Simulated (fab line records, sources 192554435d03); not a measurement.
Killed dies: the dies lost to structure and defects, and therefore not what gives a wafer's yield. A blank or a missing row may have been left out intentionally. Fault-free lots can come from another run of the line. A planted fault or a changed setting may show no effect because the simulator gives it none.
Chamber matching ; flow n5 finfet ; N5_BEOL_M3_STRIP_36 on rie diel-01: 4 sister chambers
The step strips in N2/H2. 20 wafers are shown with their chamber, then 10 later ones without.

## EACH WAFER AND ITS CHAMBER
wafer;chamber;showerhead plenum p Torr (Torr);drypump motor current A (A);throttle valve pct (%)
L078.1;2;2.59;5.1;23.51
L078.3;0;2.62;6.2;24.20
L078.5;0;2.62;6.1;24.21
L075.1;2;2.59;5.1;23.53
L075.4;3;2.47;6.3;23.36
L075.5;1;2.61;6.2;23.69
L080.2;2;2.59;5.1;23.51
L080.4;1;2.61;6.1;23.69
L080.6;2;2.59;5.1;23.51
L081.2;1;2.61;6.2;23.70
L081.3;2;2.59;5.1;23.52
L081.5;2;2.59;5.1;23.51
L084.2;1;2.61;6.1;23.71
L084.4;0;2.62;6.1;23.96
L084.5;3;2.46;6.3;23.40
L085.1;1;2.61;6.2;23.72
L085.3;3;2.46;6.4;23.38
L085.6;1;2.61;6.2;23.70
L087.3;1;2.61;6.1;23.74
L087.4;1;2.61;6.2;23.71

SIGNATURES, as means of the wafers listed above
reading;chamber 0;chamber 1;chamber 2;chamber 3;scatter within a chamber
showerhead plenum p Torr;2.6200;2.6100;2.5900;2.4633;0.00204
drypump motor current A;6.133;6.162;5.100;6.333;0.0448
throttle valve pct;24.1233;23.7075;23.5150;23.3800;0.0519
Rule: for a wafer and a chamber, the distance is found by dividing, reading by reading, the gap between the wafer's reading and the chamber's mean by the reading's scatter, squaring, summing and taking the root. If the next closest chamber is less than 2 further off than the closest, the wafer can't be placed; otherwise it belongs to the closest. How the scatter is found: for the shown wafers, subtract from each reading the mean of its chamber, square and add these, divide the total by (wafers less chambers), then take the root.

## WAFERS WHOSE CHAMBER IS MISSING
wafer;showerhead plenum p Torr (Torr);drypump motor current A (A);throttle valve pct (%)
L087.5;2.62;6.1;23.98
L092.1;2.60;6.1;23.70
L092.3;2.61;6.2;23.96
L092.6;2.60;6.1;23.71
L094.2;2.58;5.1;23.52
L094.3;2.60;6.2;23.73
L094.6;2.61;6.2;23.97
L095.1;2.46;6.3;23.41
L095.2;2.58;5.1;23.51
L095.3;2.60;6.2;23.69

## EACH ONE'S CHAMBER
wafer;from the rows above;in truth
L087.5;0;0
L092.1;1;1
L092.3;can't be placed: 1 or 0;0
L092.6;1;1
L094.2;2;2
L094.3;1;1
L094.6;can't be placed: 1 or 0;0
L095.1;3;3
L095.2;2;2
L095.3;1;1
8 of 10 placed correctly. Not placeable from these rows: 2 (in 2, the candidates include the true chamber). 0 placed wrongly.
